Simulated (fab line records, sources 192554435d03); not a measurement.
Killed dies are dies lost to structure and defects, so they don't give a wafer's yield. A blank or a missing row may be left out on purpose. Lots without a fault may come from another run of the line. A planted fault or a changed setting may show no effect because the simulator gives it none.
Split-lot experiment | flow n5_finfet | 7 lots, 21 wafers read, on a route of 1938 steps

THE SPLIT
At N5_BEOL_M1_ETCH_64 (etches SOC in N2/H2, target depth 75 nm, overetch 15 nm, time 112.5 s), the setting time_s was moved away from the recipe's 112.5 s on 5 of the 21 wafers read, by -15.8% to +17.2%. The other wafers ran this setting at the recipe's value.

The reading is taken at the split's own step.

THE READING
BEOL_M1.cd_offset_nm (the simulator's own value, which no gauge read), in nm, at N5_BEOL_M1_ETCH_64 (etches SOC in N2/H2, target depth 75 nm, overetch 15 nm, time 112.5 s). The file gives no usual value for it. The 16 wafers here that ran the recipe average -0.0 nm, standard deviation 0.21 nm.

wafer  | tool, chamber at the split | time_s as run, s | against the recipe | BEOL_M1.cd_offset_nm, nm | against lot-mates on the recipe
L076.1 | rie_diel-02, 0             | 101.6            | -9.7%              | 0                        | +0.0
L076.4 | rie_diel-02, 3             | 101.6            | -9.7%              | -0.2                     | -0.2
L076.5 | rie_diel-02, 1             | 112.5            | recipe             | 0                        | -
L079.3 | rie_diel-06, 0             | 131.8            | +17.2%             | 0.8                      | +0.6
L079.4 | rie_diel-06, 3             | 112.5            | recipe             | 0.2                      | -
L079.6 | rie_diel-06, 3             | 112.5            | recipe             | 0.2                      | -
L080.4 | rie_diel-05, 0             | 112.5            | recipe             | 0                        | -
L080.5 | rie_diel-05, 1             | 112.5            | recipe             | 0                        | -
L080.6 | rie_diel-05, 0             | 112.5            | recipe             | -0.2                     | -
L084.1 | rie_diel-05, 3,0           | 112.5            | recipe             | -0.4                     | -
L084.4 | rie_diel-05, 3,0           | 112.5            | recipe             | -0.4                     | -
L084.5 | rie_diel-05, 3             | 94.69            | -15.8%             | -1.2                     | -0.8
L090.1 | rie_diel-02, 1             | 112.5            | recipe             | 0.2                      | -
L090.2 | rie_diel-02, 3             | 112.5            | recipe             | 0.4                      | -
L090.4 | rie_diel-02, 0             | 112.5            | recipe             | 0                        | -
L095.1 | rie_diel-06, 1,3           | 112.5            | recipe             | -0.2                     | -
L095.2 | rie_diel-06, 1,3           | 112.5            | recipe             | -0.2                     | -
L095.4 | rie_diel-06, 0             | 112.5            | recipe             | -0.2                     | -
L097.1 | rie_diel-06, 1             | 112.5            | recipe             | 0                        | -
L097.6 | rie_diel-06, 1             | 112.5            | recipe             | 0                        | -
L097.5 | rie_diel-06, 3             | 101.9            | -9.4%              | -0.4                     | -0.4
Where a row lists several chambers, the file gives one row for several wafers and doesn't say which wafer went through which chamber.

THE FIT
A straight line over all 21 wafers: BEOL_M1.cd_offset_nm changes by +0.0463 nm for each +1% of time_s; r = +0.76; the points scatter about the line by 0.26 nm.
The same after taking each lot's own level away (the mean of its wafers on the recipe; 21 wafers): +0.0352 nm for each +1%; r = +0.87; scatter 0.13 nm.
On that fit, the largest move of time_s shifts the reading by 0.6 nm.
The lots' own levels span -0.40 to 0.20 nm, that is 2.8 times the standard deviation above.
So the lot-to-lot level blurs the effect unless lot-mates are compared.
Check: with one of the wafers moved furthest among these (+17.2%) left out of the fit, the line predicts +0.621 nm for it against its lot-mates. It came out at +0.6 nm against them.

OTHER SPLITS ON THESE WAFERS
These wafers also went through other splits before the reading. Each is held against what the fit with the lots' levels taken away leaves over:
other split on the same wafers            | wafers away from the commonest value | r with BEOL_M1.cd_offset_nm (lot level and that fit taken away)
N5_MOL_CONTACT_COAG_COAT_63 spin_rpm      | 5                                    | -0.29
N5_BEOL_M0_SAQP_COAT_105 spin_rpm         | 7                                    | +0.43
N5_BEOL_M0_SAQP_COAT_34 spin_rpm          | 4                                    | -0.33
N5_BEOL_M0_TRENCH_ETCH_107 target_depth_a | 7                                    | +0.34

THE WHOLE CHAIN: every reading that the file lists as answering this split, in the file's order
step               | what it does                                                          | reading                                                                          | change (the file's fit)                | r (the file's)
N5_BEOL_M1_ETCH_64 | etches SOC in N2/H2, target depth 75 nm, overetch 15 nm, time 112.5 s | SiARC_of_BEOL_M1_COAT_62.thk_nm (the simulator's own value, which no gauge read) | -0.0541 nm for each +1% of the setting | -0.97
N5_BEOL_M1_ETCH_64 | etches SOC in N2/H2, target depth 75 nm, overetch 15 nm, time 112.5 s | BEOL_M1.cd_offset_nm (the simulator's own value, which no gauge read)            | +0.0381 nm for each +1% of the setting | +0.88

THE FILE'S OWN FIT
BEOL_M1.cd_offset_nm changes by +0.0381 nm for each +1% of time_s, r = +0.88.
